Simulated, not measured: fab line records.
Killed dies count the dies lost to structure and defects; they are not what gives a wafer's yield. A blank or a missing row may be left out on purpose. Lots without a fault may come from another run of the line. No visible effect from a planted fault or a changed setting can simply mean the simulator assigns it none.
Matching of chambers	flow nand harc	4 sister chambers for NHARC_A_STAIRCASE_DESCUM_219 on rie diel-04
The step chemistry O2, time 3 s. 8 wafers are shown with their chamber, then 8 later ones without.

## WAFERS WITH THEIR CHAMBER
wafer	chamber	drypump motor current A (A)	showerhead plenum p Torr (Torr)
L077.3	1	5.7	1.89
L077.6	0	6.7	2.07
L086.2	2	5.1	2.04
L087.4	1	5.7	1.88
L087.5	0	6.7	2.06
L090.3	2	5.2	2.04
L090.5	3	5.5	1.77
L088.1	3	5.5	1.77

## WAFERS WHOSE CHAMBER IS MISSING
wafer	drypump motor current A (A)	showerhead plenum p Torr (Torr)
L088.4	5.1	2.04
L088.6	5.1	2.04
L095.1	5.5	2.07
L095.3	5.7	1.88
L095.6	5.5	2.07
L094.2	5.1	2.04
L094.3	5.5	2.07
L094.5	5.8	1.88

## CHAMBER TAKEN BY EACH
wafer	from the rows above	in truth
L088.4	2	2
L088.6	2	2
L095.1	2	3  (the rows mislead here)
L095.3	1	1
L095.6	2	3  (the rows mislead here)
L094.2	2	2
L094.3	2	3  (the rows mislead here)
L094.5	1	1
Placed correctly: 5 of 8. Left unplaced by these rows: 0. Number placed wrongly: 3.
How it was worked out, from the rows above alone: a wafer's distance from a chamber is the root of the sum, over the readings, of the square of ((its reading less the chamber's mean) divided by the reading's scatter). If the next closest chamber is less than 2 further off than the closest, the wafer can't be placed; otherwise it belongs to the closest. Each chamber's mean is taken over the wafers shown for it. How the scatter is found: for the shown wafers, subtract from each reading the mean of its chamber, square and add these, divide the total by (wafers less chambers), then take the root.
